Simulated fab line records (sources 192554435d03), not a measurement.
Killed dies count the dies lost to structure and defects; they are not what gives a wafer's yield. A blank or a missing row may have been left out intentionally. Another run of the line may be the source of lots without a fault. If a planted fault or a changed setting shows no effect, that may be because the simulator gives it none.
Which tool is to blame? / flow n5Finfet / 26 wafers from 10 lots sampled at 5 of the route's 1938 steps

== WHAT THE GAUGES READ, wafer by wafer ==
N5_BEOL_M4_CD_MEAS_18: pitch 36 nm, target cd 18 nm. Usual: cdNm at 18.0 nm, with a standard deviation of 0.43.
lot=L135; measured=day 7 11:10; on=cdSem-03; cdNm (nm)=17.5 17.7 17.5; flag=
lot=L144; measured=day 9 22:16; on=cdSem-02; cdNm (nm)=17.9 18.5 17.9; flag=
lot=L146; measured=day 10 03:37; on=cdSem-01; cdNm (nm)=18.0 18.0 17.8; flag=
lot=L148; measured=day 11 10:56; on=cdSem-01; cdNm (nm)=17.8 18.3 18.3; flag=
lot=L151; measured=day 12 02:04; on=cdSem-02; cdNm (nm)=18.7 18.4 18.5; flag=
lot=L150; measured=day 12 02:49; on=cdSem-02; cdNm (nm)=18.7 18.7; flag=
lot=L152; measured=day 12 06:28; on=cdSem-03; cdNm (nm)=17.8 18.8; flag=
lot=L153; measured=day 12 07:09; on=cdSem-01; cdNm (nm)=17.6 18.3; flag=
lot=L156; measured=day 12 16:48; on=cdSem-02; cdNm (nm)=17.7 17.3; flag=
lot=L158; measured=day 14 01:50; on=cdSem-03; cdNm (nm)=17.6 18.2 17.7; flag=

N5_BEOL_M4_RC_MEAS_101. Usual: DIBL_N 36.2 mV/V, standard deviation 2.2; DIBL_P 36.5 mV/V, standard deviation 3; IOFF_N 0.16 nA/um, standard deviation 0.039; IOFF_P 0.22 nA/um, standard deviation 0.047; ION_N 675 uA/um, standard deviation 15; ION_P 463 uA/um, standard deviation 10; SS_N 71.6 mV/dec, standard deviation 0.71; SS_P 73.4 mV/dec, standard deviation 0.94; VT_N 250 mV, standard deviation 3.6; VT_P -250 mV, standard deviation 3.9.
lot=L135; measured=day 7 17:24; on=prober-01; DIBL_N (mV/V)=32.5 36.8 35.2; DIBL_P (mV/V)=32.4 37.7 36.3; IOFF_N (nA/um)=0.11 0.20 0.17; IOFF_P (nA/um)=0.16 0.25 0.22; ION_N (uA/um)=650 690 677; ION_P (uA/um)=452 468 463; SS_N (mV/dec)=70.7 71.8 71.6; SS_P (mV/dec)=72.4 74.1 72.6; VT_N (mV)=252 241 247; VT_P (mV)=-253 -249 -248; flag=
lot=L144; measured=day 10 07:01; on=prober-02; DIBL_N (mV/V)=40.5 36.6 38.3; DIBL_P (mV/V)=43.2 39.1 40.2; IOFF_N (nA/um)=0.26 0.15 0.21; IOFF_P (nA/um)=0.26 0.20 0.20; ION_N (uA/um)=697 676 686; ION_P (uA/um)=459 455 452; SS_N (mV/dec)=72.7 71.8 71.9; SS_P (mV/dec)=74.4 74.3 73.9; VT_N (mV)=244 252 246; VT_P (mV)=-251 -254 -253; flag=
lot=L146; measured=day 10 14:29; on=prober-02; DIBL_N (mV/V)=35.6 35.6 33.2; DIBL_P (mV/V)=36.8 36.7 34.3; IOFF_N (nA/um)=0.15 0.15 0.12; IOFF_P (nA/um)=0.21 0.20 0.18; ION_N (uA/um)=663 690 657; ION_P (uA/um)=463 473 454; SS_N (mV/dec)=71.8 71.2 70.3; SS_P (mV/dec)=73.6 73.7 73.6; VT_N (mV)=252 251 255; VT_P (mV)=-248 -251 -251; flag=
lot=L148; measured=day 11 16:40; on=prober-02; DIBL_N (mV/V)=35.9 41.9 36.9; DIBL_P (mV/V)=35.5 41.5 35.8; IOFF_N (nA/um)=0.14 0.26 0.15; IOFF_P (nA/um)=0.19 0.29 0.19; ION_N (uA/um)=686 690 685; ION_P (uA/um)=468 470 461; SS_N (mV/dec)=71.3 73.5 71.1; SS_P (mV/dec)=72.7 74.6 73.0; VT_N (mV)=249 243 253; VT_P (mV)=-251 -248 -253; flag=
lot=L151; measured=day 12 08:26; on=prober-02; DIBL_N (mV/V)=36.4 36.7 33.9; DIBL_P (mV/V)=37.1 37.5 33.5; IOFF_N (nA/um)=0.15 0.15 0.12; IOFF_P (nA/um)=0.20 0.21 0.16; ION_N (uA/um)=681 680 657; ION_P (uA/um)=471 474 453; SS_N (mV/dec)=71.8 71.8 70.7; SS_P (mV/dec)=73.2 73.5 72.0; VT_N (mV)=253 252 254; VT_P (mV)=-250 -250 -253; flag=
lot=L150; measured=day 12 10:34; on=prober-01; DIBL_N (mV/V)=39.0 39.0; DIBL_P (mV/V)=37.4 38.4; IOFF_N (nA/um)=0.17 0.19; IOFF_P (nA/um)=0.22 0.25; ION_N (uA/um)=673 692; ION_P (uA/um)=453 470; SS_N (mV/dec)=72.1 71.7; SS_P (mV/dec)=74.3 74.8; VT_N (mV)=249 248; VT_P (mV)=-251 -249; flag=
lot=L152; measured=day 12 16:28; on=prober-02; DIBL_N (mV/V)=36.8 38.3; DIBL_P (mV/V)=36.2 38.6; IOFF_N (nA/um)=0.18 0.21; IOFF_P (nA/um)=0.21 0.24; ION_N (uA/um)=690 686; ION_P (uA/um)=460 462; SS_N (mV/dec)=72.1 71.9; SS_P (mV/dec)=73.8 74.4; VT_N (mV)=246 244; VT_P (mV)=-250 -248; flag=
lot=L153; measured=day 12 21:07; on=prober-02; DIBL_N (mV/V)=35.0 40.5; DIBL_P (mV/V)=32.9 40.7; IOFF_N (nA/um)=0.14 0.26; IOFF_P (nA/um)=0.19 0.32; ION_N (uA/um)=659 702; ION_P (uA/um)=457 479; SS_N (mV/dec)=71.0 73.5; SS_P (mV/dec)=71.6 74.1; VT_N (mV)=251 244; VT_P (mV)=-249 -242; flag=
lot=L156; measured=day 13 01:31; on=prober-01; DIBL_N (mV/V)=37.0 37.9; DIBL_P (mV/V)=38.9 40.3; IOFF_N (nA/um)=0.16 0.17; IOFF_P (nA/um)=0.22 0.23; ION_N (uA/um)=673 672; ION_P (uA/um)=455 460; SS_N (mV/dec)=71.2 72.0; SS_P (mV/dec)=73.2 73.9; VT_N (mV)=251 251; VT_P (mV)=-252 -250; flag=
lot=L158; measured=day 14 09:05; on=prober-01; DIBL_N (mV/V)=34.2 36.0 32.6; DIBL_P (mV/V)=36.4 37.1 33.2; IOFF_N (nA/um)=0.15 0.18 0.12; IOFF_P (nA/um)=0.21 0.22 0.17; ION_N (uA/um)=678 682 665; ION_P (uA/um)=460 462 457; SS_N (mV/dec)=71.5 71.9 71.3; SS_P (mV/dec)=74.1 73.2 72.6; VT_N (mV)=248 246 251; VT_P (mV)=-249 -250 -254; flag=

== EACH LOT AND THE TOOL THAT RAN IT (in order: tool; ch and the chambers of the sampled wafers; start) ==
lot=L135; N5_BEOL_M4_ETCH_77=rieDiel-02 ch 0,2,3, day 7 11:47; N5_BEOL_M4_ALD_98=aldSin-01 ch 1,2,3, day 7 11:52; N5_BEOL_M4_TRENCH_ETCH_37=rieDiel-01 ch 0,1,2, day 7 17:24 or earlier
lot=L144; N5_BEOL_M4_ETCH_77=rieDiel-01 ch 0,2, day 9 22:47; N5_BEOL_M4_ALD_98=aldSin-02 ch 0,3, day 9 22:53; N5_BEOL_M4_TRENCH_ETCH_37=rieDiel-02 ch 1,2,3, day 10 07:01 or earlier
lot=L146; N5_BEOL_M4_ETCH_77=rieDiel-01 ch 1,2, day 10 04:16; N5_BEOL_M4_ALD_98=aldSin-02 ch 0,1,2, day 10 04:22; N5_BEOL_M4_TRENCH_ETCH_37=rieDiel-01 ch 0,2,3, day 10 14:29 or earlier
lot=L148; N5_BEOL_M4_ETCH_77=rieDiel-01 ch 0,3, day 11 11:32; N5_BEOL_M4_ALD_98=aldSin-01 ch 1,2,3, day 11 11:38; N5_BEOL_M4_TRENCH_ETCH_37=rieDiel-01 ch 1,2, day 11 16:40 or earlier
lot=L151; N5_BEOL_M4_ETCH_77=rieDiel-02 ch 1,2, day 12 02:56; N5_BEOL_M4_ALD_98=aldSin-01 ch 0,1,2, day 12 03:02; N5_BEOL_M4_TRENCH_ETCH_37=rieDiel-02 ch 0,1,2, day 12 08:26 or earlier
lot=L150; N5_BEOL_M4_ETCH_77=rieDiel-02 ch 1,2, day 12 04:56; N5_BEOL_M4_ALD_98=aldSin-01 ch 1,3, day 12 05:47; N5_BEOL_M4_TRENCH_ETCH_37=rieDiel-02 ch 0,1, day 12 10:34 or earlier
lot=L152; N5_BEOL_M4_ETCH_77=rieDiel-01 ch 2,3, day 12 08:20; N5_BEOL_M4_ALD_98=aldSin-01 ch 2, day 12 09:26; N5_BEOL_M4_TRENCH_ETCH_37=rieDiel-04 ch 0,3, day 12 16:28 or earlier
lot=L153; N5_BEOL_M4_ETCH_77=rieDiel-02 ch 2,3, day 12 09:15; N5_BEOL_M4_ALD_98=aldSin-01 ch 1,2, day 12 09:41; N5_BEOL_M4_TRENCH_ETCH_37=rieDiel-01 ch 1,3, day 12 21:07 or earlier
lot=L156; N5_BEOL_M4_ETCH_77=rieDiel-04 ch 0,2, day 12 17:25; N5_BEOL_M4_ALD_98=aldSin-01 ch 0,3, day 12 17:40; N5_BEOL_M4_TRENCH_ETCH_37=rieDiel-01 ch 1,3, day 13 01:31 or earlier
lot=L158; N5_BEOL_M4_ETCH_77=rieDiel-04 ch 0,1,3, day 14 02:26; N5_BEOL_M4_ALD_98=aldSin-01 ch 2,3, day 14 02:58; N5_BEOL_M4_TRENCH_ETCH_37=rieDiel-04 ch 0,2,3, day 14 09:05 or earlier
- N5_BEOL_M4_ETCH_77: etches underlayer in N2/H2, target depth 6.5 nm, time 5.2 s.
- N5_BEOL_M4_ALD_98: deposits SiO2, target thk 2.5 nm, pulse time 1 s, co reactant pulse time 1 s.
- N5_BEOL_M4_TRENCH_ETCH_37: etches SiOC in C4F6/O2, target depth 55.555 nm, time 29.2 s.

== AS READ BY THE TOOLS THEMSELVES (means over the sampled wafers that have a number; for cases with no such wafer, the mark the record gives instead) ==
N5_BEOL_M4_ETCH_77. Usual: drypumpMotorCurrentA 5.6 A, standard deviation 0.46; etchRfOnTimeS 5.20 s, standard deviation 0.16; oesProductAu 0.71 a.u., standard deviation 0.068; rfVppV 524.1 V, standard deviation 2.2; showerheadPlenumPTorr 2.55 Torr, standard deviation 0.074; throttleValvePct 17.65 %, standard deviation 0.18.
lot=L135; tool=rieDiel-02; drypumpMotorCurrentA (A)=6.2; etchRfOnTimeS (s)=5.26; oesProductAu (a.u.)=0.72; rfVppV (V)=523.1; showerheadPlenumPTorr (Torr)=2.49; throttleValvePct (%)=17.69; flag=
lot=L144; tool=rieDiel-01; drypumpMotorCurrentA (A)=5.6; etchRfOnTimeS (s)=5.11; oesProductAu (a.u.)=0.70; rfVppV (V)=526.2; showerheadPlenumPTorr (Torr)=2.61; throttleValvePct (%)=17.71; flag=
lot=L146; tool=rieDiel-01; drypumpMotorCurrentA (A)=5.6; etchRfOnTimeS (s)=5.04; oesProductAu (a.u.)=0.75; rfVppV (V)=525.0; showerheadPlenumPTorr (Torr)=2.58; throttleValvePct (%)=17.58; flag=
lot=L148; tool=rieDiel-01; drypumpMotorCurrentA (A)=5.4; etchRfOnTimeS (s)=5.25; oesProductAu (a.u.)=0.62; rfVppV (V)=527.0; showerheadPlenumPTorr (Torr)=2.61; throttleValvePct (%)=17.70; flag=
lot=L151; tool=rieDiel-02; drypumpMotorCurrentA (A)=5.9; etchRfOnTimeS (s)=5.35; oesProductAu (a.u.)=0.69; rfVppV (V)=522.1; showerheadPlenumPTorr (Torr)=2.47; throttleValvePct (%)=17.46; flag=
lot=L150; tool=rieDiel-02; drypumpMotorCurrentA (A)=5.8; etchRfOnTimeS (s)=5.36; oesProductAu (a.u.)=0.68; rfVppV (V)=521.3; showerheadPlenumPTorr (Torr)=2.46; throttleValvePct (%)=17.48; flag=
lot=L152; tool=rieDiel-01; drypumpMotorCurrentA (A)=5.2; etchRfOnTimeS (s)=5.12; oesProductAu (a.u.)=0.68; rfVppV (V)=525.5; showerheadPlenumPTorr (Torr)=2.56; throttleValvePct (%)=17.69; flag=
lot=L153; tool=rieDiel-02; drypumpMotorCurrentA (A)=6.2; etchRfOnTimeS (s)=5.42; oesProductAu (a.u.)=0.64; rfVppV (V)=523.0; showerheadPlenumPTorr (Torr)=2.48; throttleValvePct (%)=17.70; flag=
lot=L156; tool=rieDiel-04; drypumpMotorCurrentA (A)=5.5; etchRfOnTimeS (s)=5.25; oesProductAu (a.u.)=0.71; rfVppV (V)=522.5; showerheadPlenumPTorr (Torr)=2.53; throttleValvePct (%)=17.73; flag=
lot=L158; tool=rieDiel-04; drypumpMotorCurrentA (A)=5.5; etchRfOnTimeS (s)=5.12; oesProductAu (a.u.)=0.75; rfVppV (V)=525.3; showerheadPlenumPTorr (Torr)=2.59; throttleValvePct (%)=17.73; flag=

N5_BEOL_M4_ALD_98. Usual: heaterPowerW 80 W, standard deviation 12; precursorPulseHeightRel 1.001, standard deviation 0.019.
lot=L135; tool=aldSin-01; heaterPowerW (W)=79; precursorPulseHeightRel=1.012; flag=
lot=L144; tool=aldSin-02; heaterPowerW (W)=80; precursorPulseHeightRel=1.002; flag=
lot=L146; tool=aldSin-02; heaterPowerW (W)=81; precursorPulseHeightRel=1.004; flag=
lot=L148; tool=aldSin-01; heaterPowerW (W)=79; precursorPulseHeightRel=0.999; flag=
lot=L151; tool=aldSin-01; heaterPowerW (W)=80; precursorPulseHeightRel=1.009; flag=
lot=L150; tool=aldSin-01; heaterPowerW (W)=76; precursorPulseHeightRel=0.982; flag=
lot=L152; tool=aldSin-01; heaterPowerW (W)=87; precursorPulseHeightRel=0.975; flag=
lot=L153; tool=aldSin-01; heaterPowerW (W)=76; precursorPulseHeightRel=0.984; flag=
lot=L156; tool=aldSin-01; heaterPowerW (W)=85; precursorPulseHeightRel=0.989; flag=
lot=L158; tool=aldSin-01; heaterPowerW (W)=88; precursorPulseHeightRel=1.008; flag=

N5_BEOL_M4_TRENCH_ETCH_37. Usual: drypumpMotorCurrentA 5.5 A, standard deviation 0.45; oesProductAu 0.82 a.u., standard deviation 0.078; rfVppV 674 V, standard deviation 23; showerheadPlenumPTorr 2.87 Torr, standard deviation 0.081; throttleValvePct 20.67 %, standard deviation 0.27.
lot=L135; tool=rieDiel-01; drypumpMotorCurrentA (A)=5.6; oesProductAu (a.u.)=0.87; rfVppV (V)=693; showerheadPlenumPTorr (Torr)=2.93; throttleValvePct (%)=20.63; flag=
lot=L144; tool=rieDiel-02; drypumpMotorCurrentA (A)=5.9; oesProductAu (a.u.)=0.79; rfVppV (V)=680; showerheadPlenumPTorr (Torr)=2.79; throttleValvePct (%)=20.63; flag=
lot=L146; tool=rieDiel-01; drypumpMotorCurrentA (A)=5.3; oesProductAu (a.u.)=0.78; rfVppV (V)=668; showerheadPlenumPTorr (Torr)=2.91; throttleValvePct (%)=20.71; flag=
lot=L148; tool=rieDiel-01; drypumpMotorCurrentA (A)=5.6; oesProductAu (a.u.)=0.86; rfVppV (V)=696; showerheadPlenumPTorr (Torr)=2.90; throttleValvePct (%)=20.55; flag=
lot=L151; tool=rieDiel-02; drypumpMotorCurrentA (A)=5.9; oesProductAu (a.u.)=0.83; rfVppV (V)=678; showerheadPlenumPTorr (Torr)=2.76; throttleValvePct (%)=20.55; flag=
lot=L150; tool=rieDiel-02; drypumpMotorCurrentA (A)=5.8; oesProductAu (a.u.)=0.82; rfVppV (V)=666; showerheadPlenumPTorr (Torr)=2.75; throttleValvePct (%)=20.62; flag=
lot=L152; tool=rieDiel-04; drypumpMotorCurrentA (A)=5.8; oesProductAu (a.u.)=0.92; rfVppV (V)=664; showerheadPlenumPTorr (Torr)=2.86; throttleValvePct (%)=20.85; flag=
lot=L153; tool=rieDiel-01; drypumpMotorCurrentA (A)=5.2; oesProductAu (a.u.)=0.79; rfVppV (V)=674; showerheadPlenumPTorr (Torr)=2.87; throttleValvePct (%)=20.45; flag=
lot=L156; tool=rieDiel-01; drypumpMotorCurrentA (A)=5.2; oesProductAu (a.u.)=0.80; rfVppV (V)=672; showerheadPlenumPTorr (Torr)=2.87; throttleValvePct (%)=20.44; flag=
lot=L158; tool=rieDiel-04; drypumpMotorCurrentA (A)=5.5; oesProductAu (a.u.)=0.86; rfVppV (V)=669; showerheadPlenumPTorr (Torr)=2.86; throttleValvePct (%)=20.78; flag=

== THE ANSWER, worked out from the rows above alone ==
Rule: a lot counts as off when the mean over its wafers that have a number is more than 3 standard deviations away from the usual mean. Also off: a lot with no number at a reading for which 4 or more lots have one. All remaining lots with rows at the step are treated as sound. Order of review: gauges by route order, followed by the tools' own readings, for which a lot's mean as printed above is used. The first step at which some lot is off is used, and at that step the reading that is off furthest; a lot without a number counts as furthest.
Across all readings shown, no lot is off: no conclusion can be drawn from this.

== WHAT THE SIMULATOR PUT IN ==
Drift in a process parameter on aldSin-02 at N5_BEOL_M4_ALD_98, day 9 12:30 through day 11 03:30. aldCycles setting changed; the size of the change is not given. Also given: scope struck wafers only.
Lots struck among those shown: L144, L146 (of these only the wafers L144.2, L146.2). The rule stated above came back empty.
